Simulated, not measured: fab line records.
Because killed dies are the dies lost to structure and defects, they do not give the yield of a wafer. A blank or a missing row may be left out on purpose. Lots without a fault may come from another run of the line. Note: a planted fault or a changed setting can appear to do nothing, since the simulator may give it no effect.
fab line records	flow n5-finfet
record: lots: 9	wafers: 27	last-day: 17
route steps=1938 shown BEOL_M4@1111 BEOL_M12@1632 PASSIVATION@1936
lots untouched by any fault: they come from a run of this same line in which no faults occurred
start-h: the number of hours between the record's first day and the start of the first shown wafer of the lot	wait-h: time in hours since the lot's previous step	" same as the row above	L1.1+2: several wafers, shown together as one row	- either no value or no given start	* or withheld: withheld	< > ~ a bound
route shown NAME@n: names a module that has steps shown in the file, with the first one's number in the route	usual: mean/standard deviation taken from wafers without a fault	same: alike in all rows	chamber/n: place in a boat	sites: per-site readings	_std_site: how widely they spread, as a standard deviation	_edge_site: mean of outer sites minus mean of inner sites	radius-mm: how far each site lies from the wafer's centre	mask NAME#n: copy n	behind: tool/chamber where the wafer was last shaped	hold: cause of the lot's hold/its duration in hours/its outcome	device: the n, p or np transistor that did not switch	end of line: tests run on the same wafers once the route is complete	a step without rows: its recipe alone	killed: not the wafer's yield, but the dies lost to structure and defects at the first sort	map: the dies of a wafer, with x for killed, . for not killed, _ for no die there
set.NAME: the run value of the setting; set.NAME@STEP: its run value at that earlier step	model.NAME: the simulator's own value behind a step, which no gauge read
a sample of lots followed through the steps of the route, with each step as a table and each wafer as a row
services: when a tool's chamber went out of use (start-h, in hours from the record's first day, below 0 if earlier), for how many hours, and the reason
== steps ==
step: N5_BEOL_M4_RC_MEAS_101
usual: DIBL_N: 36.8/2.2	DIBL_P: 37.1/2.8	IOFF_N: 0.17/0.04	IOFF_P: 0.22/0.049	ION_N: 672/16	ION_P: 460/9.2	SS_N: 71.6/0.69	SS_P: 73.5/0.78	VT_N: 249/3.6	VT_P: -250/3.9
lot.wafer	tool	chamber	start-h	wait-h	DIBL_N[mV/V]	DIBL_P[mV/V]	IOFF_N[nA/um]	IOFF_P[nA/um]	ION_N[uA/um]	ION_P[uA/um]	SS_N[mV/dec]	SS_P[mV/dec]	VT_N[mV]	VT_P[mV]
L422.1	prober-01	0	175.04	0.0	38.2	40.1	0.21	0.22	699	462	72.3	73.7	245	-251
L422.2	"	0	"	"	34.5	34.8	0.14	0.16	670	454	70.7	73.0	252	-253
L422.5	"	0	"	"	37.9	39.2	0.23	0.23	703	472	72.0	73.6	246	-250
L421.2	prober-02	0	177.80	0.2	35.8	33.7	0.13	0.16	652	444	71.7	73.2	256	-257
L421.5	"	0	"	"	37.0	36.1	0.14	0.19	650	448	72.7	73.2	258	-255
L421.6	"	0	"	"	36.4	35.2	0.14	0.18	658	447	72.3	72.8	253	-256
L423.1	prober-01	0	179.49	0.0	38.7	39.2	0.19	0.25	684	468	71.9	74.3	246	-246
L423.2	"	0	"	"	37.9	38.7	0.18	0.24	680	468	72.0	73.4	245	-248
L423.6	"	0	"	"	39.3	41.2	0.21	0.31	684	468	72.5	74.8	245	-247
L429.2	prober-01	0	229.92	0.2	36.7	36.7	0.16	0.19	673	456	71.1	73.2	248	-253
L429.3	"	0	"	"	37.1	37.2	0.16	0.21	669	458	71.2	73.7	249	-250
L429.6	"	0	"	"	39.9	41.2	0.23	0.28	689	467	72.2	74.4	243	-248
L432.1	prober-02	0	242.97	0.0	33.8	33.3	0.12	0.21	645	455	70.3	72.8	253	-248
L432.4	"	0	"	"	36.5	36.7	0.15	0.27	659	468	71.6	73.7	252	-247
L432.6	"	0	"	"	32.0	31.2	0.10	0.18	656	461	70.1	72.2	255	-248
L436.4	prober-02	0	263.10	0.5	32.6	29.9	0.09	0.12	632	436	70.3	71.8	257	-260
L436.5	"	0	"	"	33.4	32.4	0.11	0.16	657	452	70.6	72.4	253	-252
L436.6	"	0	"	"	35.1	34.3	0.13	0.18	659	453	70.9	73.5	252	-254
L437.2	prober-02	0	280.17	0.2	34.0	33.7	0.13	0.19	664	458	70.4	73.1	252	-252
L437.3	"	0	"	"	36.2	35.2	0.15	0.20	652	452	71.9	73.1	252	-254
L437.5	"	0	"	"	34.6	33.4	0.14	0.17	659	455	71.2	73.2	250	-253
L441.3	prober-02	0	303.15	0.3	34.2	34.1	0.13	0.16	643	441	72.1	72.9	254	-256
L441.5	"	0	"	"	34.4	35.3	0.13	0.18	671	459	71.4	73.7	253	-255
L441.6	"	0	"	"	36.8	37.6	0.17	0.21	685	456	72.5	74.1	248	-252
L442.1	prober-01	0	304.53	0.0	37.5	38.1	0.20	0.27	678	460	72.5	73.3	244	-244
L442.2	"	0	"	"	37.0	37.6	0.18	0.27	678	468	71.6	73.6	248	-244
L442.6	"	0	"	"	37.4	38.8	0.21	0.29	691	465	72.0	72.6	245	-242
step: N5_BEOL_M12_CD_MEAS_28
recipe: target-cd-nm: 160.2	landing-energy-ev: 500	detector: se-inlens	polarity: opening
usual: cd-nm: 160.5/1.8
same: landing-energy-ev: 500
lot.wafer	tool	chamber	start-h	wait-h	cd-nm
L422.1	cd-sem-02	0	237.28	-	159.9
L422.2	"	0	"	"	161.6
L422.5	"	0	"	"	160.7
L423.1	cd-sem-01	0	241.68	-	158.7
L423.2	"	0	"	"	160.7
L423.6	"	0	"	"	158.8
L421.2	cd-sem-01	0	243.33	-	160.4
L421.5	"	0	"	"	159.1
L421.6	"	0	"	"	159.4
L429.2	cd-sem-02	0	285.86	-	157.9
L429.3	"	0	"	"	158.3
L429.6	"	0	"	"	158.8
L432.1	cd-sem-01	0	306.59	-	163.4
L432.4	"	0	"	"	163.2
L432.6	"	0	"	"	159.7
L436.4	cd-sem-03	0	327.51	-	161.6
L436.5	"	0	"	"	163.5
L436.6	"	0	"	"	163.1
L437.2	cd-sem-01	0	343.19	-	157.4
L437.3	"	0	"	"	160.0
L437.5	"	0	"	"	162.1
L442.1	cd-sem-01	0	365.00	-	162.4
L442.2	"	0	"	"	163.2
L442.6	"	0	"	"	163.8
L441.3	cd-sem-03	0	370.37	-	158.8
L441.5	"	0	"	"	162.3
L441.6	"	0	"	"	159.9
step: N5_BEOL_M12_DESCUM_33
recipe: chemistry: O2	time-s: 7.9	source-power-w: 50	bias-power-w: 20	pressure-mtorr: 20	rf-frequency-hz: 2.712e+07	temp-c: 40	o2-flow-sccm: 225
usual: chamber-pressure-mTorr: 20.001/0.017	drypump-motor-current-A: 5.3/0.52	oes-product-au: 0.83/0.099	rf-vpp-V: 243.1/1.4	showerhead-plenum-p-Torr: 2.08/0.081	throttle-valve-pct: 20.33/0.2
lot.wafer	tool	chamber	start-h	wait-h	chamber-pressure-mTorr	drypump-motor-current-A	oes-product-au	rf-hours-counter-h	rf-vpp-V	showerhead-plenum-p-Torr	throttle-valve-pct
L422.1	rie-diel-01	3	237.40	0.1	19.999	4.9	0.95	11	241.7	2.07	20.14
L422.2	"	0	"	"	19.994	4.9	0.89	35	241.3	2.04	20.28
L422.5	"	0	"	"	19.979	4.9	0.89	-	242.4	2.04	20.28
L423.1	rie-diel-01	2	241.86	0.1	19.985	6.3	0.97	6	243.7	2.04	20.12
L423.2	"	0	"	"	20.020	4.9	0.88	36	241.6	2.04	20.27
L423.6	"	0	"	"	20.006	4.9	0.88	-	242.7	2.04	20.27
L421.2	rie-diel-04	0	243.63	0.2	20.003	5.5	0.96	12	242.8	2.02	20.30
L421.5	"	2	"	"	19.986	5.3	0.69	-	242.5	2.02	20.51
L421.6	"	3	"	"	19.990	4.9	0.68	-	245.0	2.14	20.68
L429.2	rie-diel-01	1	286.05	0.1	20.021	4.7	0.70	239	243.6	2.14	20.60
L429.3	"	0	"	"	20.004	4.9	0.87	51	242.9	2.03	20.29
L429.6	"	0	"	"	20.005	4.9	0.87	-	242.2	2.03	20.31
L432.1	rie-diel-01	1	306.79	0.1	20.009	4.7	0.69	247	244.9	2.14	20.63
L432.4	"	0	"	"	19.978	4.9	0.84	60	242.5	2.03	20.32
L432.6	"	3	"	"	19.996	4.9	0.90	-	242.8	2.06	20.17
L436.4	rie-diel-01	3	327.61	0.0	19.998	4.9	0.88	-	242.0	2.06	20.17
L436.5	"	0	"	"	20.003	4.9	0.84	-	242.7	2.03	20.32
L436.6	"	2	"	"	19.992	6.3	0.89	-	242.4	2.02	20.13
L437.2	rie-diel-01	2	343.27	0.0	20.001	6.3	0.88	45	243.5	2.02	20.15
L437.3	"	1	"	"	19.972	4.7	1.00	3	245.5	2.14	20.16
L437.5	"	1	"	"	19.999	4.7	1.01	-	244.6	2.14	20.17
L442.1	rie-diel-04	1	365.09	0.0	20.023	5.3	0.83	75	244.9	2.22	20.38
L442.2	"	2	"	"	20.004	5.3	0.93	7	245.2	2.27	20.04
L442.6	"	0	"	"	20.022	5.4	0.86	-	241.7	2.01	20.39
L441.3	rie-diel-04	3	370.46	0.0	19.993	4.8	0.92	18	245.0	2.12	20.28
L441.5	"	1	"	"	20.015	5.3	0.82	-	245.2	2.22	20.38
L441.6	"	0	"	"	19.996	5.5	0.84	-	242.1	2.01	20.37
step: N5_BEOL_M12_CMP_49
recipe: stop-on: SiOC	t-overpolish-s: 20.6	down-force-psi: 1	platen-rpm: 50	clearing-platen-down-force-psi: 1.5	clearing-platen-rpm: 50	post-cmp-clean: cu-alkaline	target-thk-nm: 320	clearing-platen-pad-velocity-m-s: 0.99484	pad-velocity-m-s: 0.99484
usual: barrier-field-endpoint-s: 30.7/1.1	clearing-platen-down-force-psi: 1.4998/0.0029	head-pressure-psi: 1.0002/0.0022	motor-current-A: 6.2/0.42	overpolish-run-s: 20.600/0.0093
lot.wafer	tool	chamber	start-h	wait-h	barrier-field-endpoint-s	clearing-platen-down-force-psi	head-pressure-psi	motor-current-A	overpolish-run-s
L422.1	cmp-02	3	241.02	0.3	30.5	1.5042	1.0002	6.1	20.596
L422.2	"	1	"	"	32.1	1.4981	0.9973	6.5	20.607
L422.5	"	3	"	"	30.9	1.5038	0.9979	6.3	20.604
L423.2	cmp-04	1	248.29	0.2	32.6	1.4977	1.0035	6.7	20.595
L423.1	"	3	"	"	30.4	1.4967	1.0025	5.9	20.592
L423.6	"	1	"	"	32.6	1.5070	1.0033	6.5	20.598
L421.2	cmp-04	1	248.57	0.2	31.9	1.4971	1.0011	6.4	20.604
L421.5	"	1	"	"	32.0	1.4984	0.9963	6.0	20.597
L421.6	"	2	"	"	29.6	1.4986	1.0006	6.4	20.609
L429.3	cmp-02	1	288.70	0.2	31.1	1.5000	1.0019	6.4	20.592
L429.2	"	3	"	"	30.1	1.4990	1.0039	6.2	20.592
L429.6	"	1	"	"	32.0	1.5014	1.0004	6.3	20.589
L432.4	cmp-02	1	308.99	0.1	31.3	1.5001	0.9995	6.2	20.603
L432.1	"	2	"	"	30.5	1.4997	1.0025	6.3	20.603
L432.6	"	1	"	"	31.4	1.4979	0.9986	6.5	20.582
L436.4	cmp-01	2	332.59	0.2	30.2	1.4978	0.9974	5.1	20.591
L436.6	"	3	"	"	31.5	1.5047	0.9999	6.1	20.597
L436.5	"	0	"	"	66.2	1.5006	0.3240	4.9	0.052
L437.2	cmp-04	3	345.41	0.2	31.0	1.5004	1.0014	6.1	20.601
L437.3	"	1	"	"	32.1	1.5006	1.0035	6.5	20.595
L437.5	"	2	"	"	28.8	1.4972	0.9987	6.4	20.603
L442.2	cmp-04	2	368.41	0.2	28.0	1.4990	0.9941	6.6	20.590
L442.1	"	3	"	"	29.6	1.5001	0.9995	5.8	20.601
L442.6	"	3	"	"	29.7	1.5011	0.9993	5.9	20.607
L441.3	cmp-04	2	372.84	0.2	28.8	1.5052	1.0012	6.5	20.598
L441.5	"	0	"	"	30.7	1.5007	1.0032	5.8	20.609
L441.6	"	1	"	"	31.3	1.4954	1.0023	6.3	20.603
step: N5_BEOL_M12_DEP_53
recipe: material: SiCN	target-thk-a: 300	temp-c: withheld	precursor: 3MS/NH3	pressure-torr: 3	rf-w: 675	time-s: 10.5
usual: showerhead-plenum-p-Torr: 4.156/0.015	throttle-valve-pct: 18.0/1.1
lot.wafer	tool	chamber	start-h	wait-h	showerhead-plenum-p-Torr	throttle-valve-pct
L422.1	pecvd-02	0	241.34	0.0	4.162	20.7
L422.2	"	2	"	"	4.159	18.6
L422.5	"	0	"	"	4.154	20.9
L423.1	pecvd-04	1	248.61	0.0	4.117	18.4
L423.2	"	0	"	"	4.148	16.6
L423.6	"	1	"	"	4.137	18.2
L421.2	pecvd-02	1	248.93	0.0	4.139	18.4
L421.5	"	2	"	"	4.168	18.8
L421.6	"	0	"	"	4.159	20.6
L429.2	pecvd-04	2	289.05	0.0	4.172	17.0
L429.3	"	0	"	"	4.162	16.8
L429.6	"	0	"	"	4.151	16.8
L432.1	pecvd-04	0	309.35	0.0	4.150	17.2
L432.4	"	2	"	"	4.180	17.1
L432.6	"	1	"	"	4.134	18.5
L436.4	pecvd-04	0	332.85	0.0	4.166	16.8
L436.5	"	1	"	"	4.129	18.5
L436.6	"	2	"	"	4.187	17.1
L437.2	pecvd-01	2	345.72	0.0	4.158	18.5
L437.3	"	1	"	"	4.161	16.5
L437.5	"	2	"	"	4.161	18.2
L442.1	pecvd-02	2	368.77	0.0	4.160	19.1
L442.2	"	1	"	"	4.161	18.5
L442.6	"	1	"	"	4.151	18.3
L441.3	pecvd-01	2	373.13	0.0	4.157	18.6
L441.5	"	2	"	"	4.160	18.5
L441.6	"	1	"	"	4.156	16.6
step: N5_BEOL_M12_INSPECT_55
recipe: inspect-instrument: darkfield	mode: post-dep
usual: raw-defect-count: 65/20
lot.wafer	tool	chamber	start-h	wait-h	raw-defect-count
L422.1	defect-inspect-01	-	241.70	0.0	88
L422.2	"	-	"	"	111
L422.5	"	-	"	"	84
L423.1	defect-inspect-02	-	248.69	0.0	52
L423.2	"	-	"	"	74
L423.6	"	-	"	"	119
L421.2	defect-inspect-02	-	249.02	0.0	84
L421.5	"	-	"	"	81
L421.6	"	-	"	"	62
L429.2	defect-inspect-02	-	289.14	0.0	60
L429.3	"	-	"	"	58
L429.6	"	-	"	"	46
L432.1	defect-inspect-02	-	309.44	0.0	84
L432.4	"	-	"	"	52
L432.6	"	-	"	"	44
L436.4	defect-inspect-02	-	332.92	0.0	102
L436.5	"	-	"	"	4847
L436.6	"	-	"	"	79
L437.2	defect-inspect-01	-	345.81	0.0	61
L437.3	"	-	"	"	67
L437.5	"	-	"	"	82
L442.1	defect-inspect-01	-	368.86	0.0	94
L442.2	"	-	"	"	86
L442.6	"	-	"	"	75
L441.3	defect-inspect-02	-	373.22	0.0	46
L441.5	"	-	"	"	47
L441.6	"	-	"	"	55
step: N5_PASSIVATION_PROBE_49
usual: defect-limited-yield: 91.1/1.5	killed_at_M0_to_M3: 35/11	killed_at_M4_up: 13/5.7	killed-at-contacts: 12/5.7	killed-at-front-end: 40/11	killed-at-other: 4/4.4	killed-dies: 105/18	killed-on-rim: 14/3.9	killed-open: 68/14	killed-short: 34/7.4	sort_bin_5_function: 5.2/1	sort_bin_6_memory: 3.3/0.67	sort_bin_8_speed: 0.04/0.29	sort-n-pass: 1074/18	sort-yield-pct: 91.0/1.5
same: gross-dies: 1180	killed-at-back-side: 0	sort_bin_4_leakage[%]: 0
lot.wafer	tool	chamber	start-h	wait-h	defect-limited-yield[%]	killed_at_M0_to_M3	killed_at_M4_up	killed-at-contacts	killed-at-front-end	killed-at-other	killed-dies	killed-on-rim	killed-open	killed-short	sort_bin_5_function[%]	sort_bin_6_memory[%]	sort_bin_8_speed[%]	sort-n-pass	sort-yield-pct[%]
L422.1	prober-01	-	268.74	0.0	89.3	28	18	16	57	7	126	16	86	39	6.4	4.2	0	1054	89.3
L422.2	prober-01	-	268.79	0.1	89.6	54	24	8	36	1	123	12	87	36	6.1	4.2	0	1057	89.6
L422.5	prober-01	-	268.94	0.2	89.8	42	13	9	54	2	120	20	83	36	6.6	3.0	0	1060	89.8
L429.2	prober-01	-	320.56	0.1	91.4	30	9	13	48	2	102	12	72	28	5.7	2.8	0	1078	91.4
L429.3	prober-01	-	320.61	0.1	91.2	26	10	5	62	1	104	14	77	26	4.8	3.5	0	1076	91.2
L429.6	prober-01	-	320.76	0.3	92.9	28	11	10	35	0	84	6	63	20	4.2	2.6	0	1096	92.9
L432.1	prober-02	-	345.86	0.3	90.0	18	17	28	52	3	118	11	86	31	5.7	3.7	0	1062	90.0
L432.4	prober-02	-	346.01	0.5	93.1	20	14	9	35	4	82	13	56	22	3.4	3.1	0	1098	93.1
L432.6	prober-02	-	346.11	0.6	89.4	45	27	19	33	1	125	17	80	43	6.3	4.1	0	1055	89.4
L436.4	prober-02	-	363.79	0.6	91.8	39	6	7	30	15	97	16	51	34	5.3	2.2	1.36	1067	90.4
L436.5	prober-02	-	363.84	0.7	0	29	1101	18	30	2	1180	152	55	27	3.6	3.0	0	0	0
L436.6	prober-02	-	363.89	0.7	87.6	49	11	8	37	41	146	16	57	45	8.5	3.3	0	1034	87.6
L437.2	prober-01	-	383.15	0.1	90.5	24	19	29	39	1	112	17	75	31	5.6	3.4	0	1068	90.5
L437.3	prober-01	-	383.20	0.1	92.8	23	16	9	36	1	85	8	53	30	3.3	3.4	0	1095	92.8
L437.5	prober-01	-	383.30	0.2	92.3	21	9	9	50	2	91	22	53	32	3.6	3.1	0	1089	92.3
L442.1	prober-02	-	405.36	0.0	91.3	26	10	12	49	6	103	15	61	31	4.7	3.1	0	1077	91.3
L442.2	prober-02	-	405.41	0.1	92.5	41	5	16	27	0	89	8	68	21	4.5	3.0	0	1091	92.5
L442.6	prober-02	-	405.61	0.3	90.4	32	9	21	47	4	113	14	68	39	4.8	4.1	0	1067	90.4
killed by level:class
L422.1 STI_FIN_REVEAL:geometric-particle:open=23 FIN_SAQP:geometric-particle:open=11 BEOL_M0_SAQP:geometric-particle:open=11 MOL_CONTACT_COAG:geometric-particle:open=9 BEOL_M4:geometric-particle:open=9 MOL_CONTACT_COAG:geometric-particle:short=7 BEOL_M0_SAQP:geometric-particle:short=6 STI_FIN_REVEAL:geometric-particle:short=5
L422.2 BEOL_M4:geometric-particle:open=14 FIN_SAQP:geometric-particle:open=11 BEOL_M0_SAQP:geometric-particle:short=11 BEOL_M1:geometric-particle:open=10 BEOL_M3:geometric-particle:open=10 BEOL_M0_SAQP:geometric-particle:open=9 STI_FIN_REVEAL:geometric-particle:open=7 MOL_CONTACT_COAG:geometric-particle:open=7
L422.5 BEOL_M3:geometric-particle:open=19 FIN_SAQP:geometric-particle:open=18 STI_FIN_REVEAL:geometric-particle:open=7 BEOL_M4:geometric-particle:open=6 MOL_CONTACT_COAG:geometric-particle:open=6 BEOL_M1:geometric-particle:open=6 STI_FIN_REVEAL:geometric-particle:short=5 GATE_CUT:geometric-particle:short=5
L429.2 STI_FIN_REVEAL:geometric-particle:open=22 MOL_CONTACT_COAG:geometric-particle:open=11 BEOL_M0_SAQP:geometric-particle:short=8 BEOL_M0_SAQP:geometric-particle:open=6 BEOL_M1:geometric-particle:open=6 DUMMY_GATE:geometric-particle:open=5 BEOL_M2:geometric-particle:open=5 FIN_SAQP:geometric-particle:open=4
L429.3 STI_FIN_REVEAL:geometric-particle:open=31 FIN_SAQP:geometric-particle:open=11 STI_FIN_REVEAL:geometric-particle:short=7 BEOL_M0_SAQP:geometric-particle:short=7 BEOL_M0_SAQP:geometric-particle:open=5 BEOL_M1:geometric-particle:open=5 DUMMY_GATE:geometric-particle:open=4 FIN_CUT:geometric-particle:short=3
L429.6 STI_FIN_REVEAL:geometric-particle:open=10 MOL_CONTACT_COAG:geometric-particle:open=9 BEOL_M2:geometric-particle:open=9 BEOL_M0_SAQP:geometric-particle:short=8 DUMMY_GATE:geometric-particle:open=7 BEOL_M0_SAQP:geometric-particle:open=6 BEOL_M5:geometric-particle:open=4 STARTING-WAFER:geometric-particle:open=4
L432.1 STI_FIN_REVEAL:geometric-particle:open=23 MOL_CONTACT_COAG:geometric-particle:open=21 BEOL_M4:geometric-particle:open=9 MOL_CONTACT_COAG:geometric-particle:short=7 GATE_CUT:geometric-particle:open=6 STI_FIN_REVEAL:geometric-particle:short=5 BEOL_M0_SAQP:geometric-particle:open=4 BEOL_M1:geometric-particle:open=4
L432.4 BEOL_M4:geometric-particle:open=8 MOL_CONTACT_COAG:geometric-particle:open=7 STI_FIN_REVEAL:geometric-particle:open=6 BEOL_M0_SAQP:geometric-particle:short=5 FIN_SAQP:geometric-particle:short=4 GATE_CUT:geometric-particle:short=4 BEOL_M0_SAQP:geometric-particle:open=4 BEOL_M1:geometric-particle:open=4
L432.6 BEOL_M0_SAQP:geometric-particle:short=15 MOL_CONTACT_COAG:geometric-particle:open=14 STI_FIN_REVEAL:geometric-particle:open=12 BEOL_M4:geometric-particle:open=11 BEOL_M0_SAQP:geometric-particle:open=9 BEOL_M2:geometric-particle:open=6 MOL_CONTACT_COAG:geometric-particle:short=5 BEOL_M1:geometric-particle:open=5
L436.4 BEOL_M0_SAQP:geometric-particle:short=9 BEOL_M0_SAQP:geometric-particle:open=9 BEOL_M1:geometric-particle:open=7 MOL_CONTACT_COAG:geometric-particle:open=6 BEOL_M2:geometric-particle:open=6 FIN_SAQP:geometric-particle:short=5 MIM_TOP_ETCH:area-etch=5 HKMG_FIN:area-etch=5
L436.5 BEOL_M12:area-cmp=1097 MOL_CONTACT_COAG:geometric-particle:open=15 DUMMY_GATE:geometric-particle:open=8 BEOL_M0_SAQP:geometric-particle:open=7 BEOL_M0_SAQP:geometric-particle:short=6 BEOL_M1:geometric-particle:open=6 GATE_CUT:geometric-particle:short=5 STI_FIN_REVEAL:geometric-particle:open=4
L436.6 PASSIVATION:area-etch=32 BEOL_M0_SAQP:geometric-particle:short=19 BEOL_M0_SAQP:geometric-particle:open=16 BEOL_M2:geometric-particle:open=7 MOL_CONTACT_COAG:geometric-particle:open=7 HKMG_FIN:area-etch=5 STI_FIN_REVEAL:geometric-particle:open=4 STARTING-WAFER:geometric-particle:short=4
L437.2 MOL_CONTACT_COAG:geometric-particle:open=22 BEOL_M4:geometric-particle:open=10 FIN_SAQP:geometric-particle:short=7 FIN_SAQP:geometric-particle:open=7 MOL_CONTACT_COAG:geometric-particle:short=7 ILD0:geometric-particle:open=6 BEOL_M0_SAQP:geometric-particle:short=6 BEOL_M1:geometric-particle:open=6
L437.3 BEOL_M0_SAQP:geometric-particle:open=8 FIN_SAQP:geometric-particle:open=7 FIN_SAQP:geometric-particle:short=7 MOL_CONTACT_COAG:geometric-particle:open=7 BEOL_M2:geometric-particle:open=7 STARTING-WAFER:geometric-particle:open=6 GATE_CUT:geometric-particle:short=4 BEOL_M4:geometric-particle:open=4
L437.5 FIN_SAQP:geometric-particle:short=8 FIN_SAQP:geometric-particle:open=7 STI_FIN_REVEAL:geometric-particle:open=7 MOL_CONTACT_COAG:geometric-particle:open=7 HKMG_FIN:area-etch=6 BEOL_M2:geometric-particle:open=5 BEOL_M0_SAQP:geometric-particle:short=5 BEOL_M4:geometric-particle:open=5
L442.1 BEOL_M3:geometric-particle:open=13 STI_FIN_REVEAL:geometric-particle:open=12 FIN_SAQP:geometric-particle:open=8 FIN_SAQP:geometric-particle:short=8 MOL_CONTACT_COAG:geometric-particle:open=8 HKMG_FIN:area-etch=8 BEOL_M2:geometric-particle:open=5 GATE_CUT:geometric-particle:short=4
L442.2 BEOL_M3:geometric-particle:open=17 MOL_CONTACT_COAG:geometric-particle:open=10 FIN_SAQP:geometric-particle:open=8 MOL_CONTACT_COAG:geometric-particle:short=6 BEOL_M1:geometric-particle:open=6 STI_FIN_REVEAL:geometric-particle:open=5 BEOL_M2:geometric-particle:open=5 BEOL_M3:geometric-particle:short=5
L442.6 MOL_CONTACT_COAG:geometric-particle:open=14 BEOL_M3:geometric-particle:open=11 FIN_SAQP:geometric-particle:open=7 MOL_CONTACT_COAG:geometric-particle:short=7 BEOL_M2:geometric-particle:open=7 GATE_CUT:geometric-particle:short=6 GATE_CUT:geometric-particle:open=6 BEOL_M1:geometric-particle:open=6
== services ==
tool	chamber	start-h	hours	kind
pecvd-02	-	217.23	0.5	repair
cmp-01	-	229.82	3.5	repair
cmp-02	-	230.18	2.6	repair
cmp-04	-	231.46	1.4	repair
pecvd-04	-	234.31	0.6	repair
rie-diel-04	-	235.24	2.8	pm
rie-diel-04	-	240.99	2.6	repair
pecvd-01	0	245.86	8.9	repair
cmp-01	-	255.89	0.7	repair
rie-diel-01	0	269.87	1.4	repair
cmp-02	-	277.69	4.0	pm
cmp-02	-	286.86	1.4	repair
cmp-04	-	293.85	7.3	pm
cmp-01	-	300.42	4.0	pm
cmp-04	-	306.09	0.8	repair
cmp-04	-	307.92	2.7	repair
cmp-01	-	316.25	4.7	pm
rie-diel-04	2	320.59	4.6	repair
pecvd-02	-	322.09	5.5	pm
cmp-02	-	329.99	1.7	repair
pecvd-02	-	333.66	1.2	repair
rie-diel-01	1	350.04	2.2	repair
cmp-04	-	353.65	5.0	repair
rie-diel-01	3	370.96	4.0	repair
== key ==
first-sign: step: N5_BEOL_M12_CMP_49	reading: overpolish-run-s	direction: down	sigmas: 99+	usual: 20.600	struck: 0.052
effect: step: N5_BEOL_M12_CMP_49	reading: head-pressure-psi	direction: down	sigmas: 99+	usual: 1.0002	struck: 0.3240
effect: step: N5_BEOL_M12_INSPECT_55	reading: raw-defect-count	direction: up	sigmas: 99+	usual: 65	struck: 4847
effect: step: N5_PASSIVATION_PROBE_49	reading: killed_at_M4_up	direction: up	sigmas: 99+	usual: 13	struck: 1101
more-kills-born-at: N5_BEOL_M12_CMP_49@cmp-01: 1097
met-at N5_BEOL_M12_CMP_49
struck-lots L436
struck-wafers L436.5
later-rows-left-out L436.5
baseline-loss: step: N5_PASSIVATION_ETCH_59	wafers: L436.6
not-acting-at N5_BEOL_M12_CD_MEAS_28,N5_BEOL_M12_DESCUM_33,N5_BEOL_M12_DEP_53
fault: kind: process-parameter-drift	tool: cmp-01	chamber: 0	onset-h: 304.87	steps: N5_BEOL_M12_CMP_49	channel: down-force-psi	offset: -0.67109	shape: step	end-h: 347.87	acts-in: these-recipes-only	stated: 1
later-rows-left-out: the simulator's readings of these wafers behind a module that went badly wrong aren't trusted and aren't shown, but for the sort
baseline-loss: these wafers lose ten dies or more at that step, a loss of the line's own and not of a fault; the sort's usual values leave them out
